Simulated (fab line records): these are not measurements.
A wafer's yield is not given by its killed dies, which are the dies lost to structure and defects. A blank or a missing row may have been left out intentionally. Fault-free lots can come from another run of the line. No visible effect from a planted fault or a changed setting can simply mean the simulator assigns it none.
Matching of chambers / flow nandHarc / rieDiel-01 running NHARC_A_STAIRCASE_DESCUM_270: 4 sister chambers
The step chemistry O2, time 3 s. 4 wafers are shown with their chamber, then 10 later ones without.

## WAFERS PAIRED WITH THEIR CHAMBERS
wafer=L088.3; chamber=2; drypumpMotorCurrentA (A)=5.9
wafer=L088.4; chamber=1; drypumpMotorCurrentA (A)=6.5
wafer=L090.3; chamber=3; drypumpMotorCurrentA (A)=6.5
wafer=L090.4; chamber=0; drypumpMotorCurrentA (A)=5.6

## WAFERS WITH NO CHAMBER GIVEN
wafer=L090.6; drypumpMotorCurrentA (A)=5.6
wafer=L093.4; drypumpMotorCurrentA (A)=6.5
wafer=L093.5; drypumpMotorCurrentA (A)=6.0
wafer=L093.6; drypumpMotorCurrentA (A)=6.5
wafer=L096.2; drypumpMotorCurrentA (A)=6.0
wafer=L096.5; drypumpMotorCurrentA (A)=5.7
wafer=L096.6; drypumpMotorCurrentA (A)=6.5
wafer=L097.2; drypumpMotorCurrentA (A)=6.5
wafer=L097.3; drypumpMotorCurrentA (A)=6.5
wafer=L097.5; drypumpMotorCurrentA (A)=5.6

## THE CHAMBER EACH PASSED THROUGH
wafer=L090.6; from the rows above=0; in truth=0
wafer=L093.4; from the rows above=can't be placed: 1 or 3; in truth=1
wafer=L093.5; from the rows above=2; in truth=2
wafer=L093.6; from the rows above=can't be placed: 1 or 3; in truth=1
wafer=L096.2; from the rows above=2; in truth=2
wafer=L096.5; from the rows above=can't be placed: 0 or 2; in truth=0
wafer=L096.6; from the rows above=can't be placed: 1 or 3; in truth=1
wafer=L097.2; from the rows above=can't be placed: 1 or 3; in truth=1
wafer=L097.3; from the rows above=can't be placed: 1 or 3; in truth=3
wafer=L097.5; from the rows above=0; in truth=0
Correct placement for 4 of the 10. Can't be placed from these rows: 6 (the true chamber is among the candidates in 6). 0 placed wrongly.
How it was worked out, from the rows above alone: a wafer's distance from a chamber is the root of the sum, over the readings, of the square of ((its reading less the chamber's mean) divided by the reading's scatter). If the next closest chamber is less than 2 further off than the closest, the wafer can't be placed; otherwise it belongs to the closest. Each chamber's mean is taken over the wafers shown for it. The scatter (one wafer shown for each chamber): square how far every hidden wafer sits from the nearest shown wafer, average those squares and take the square root.
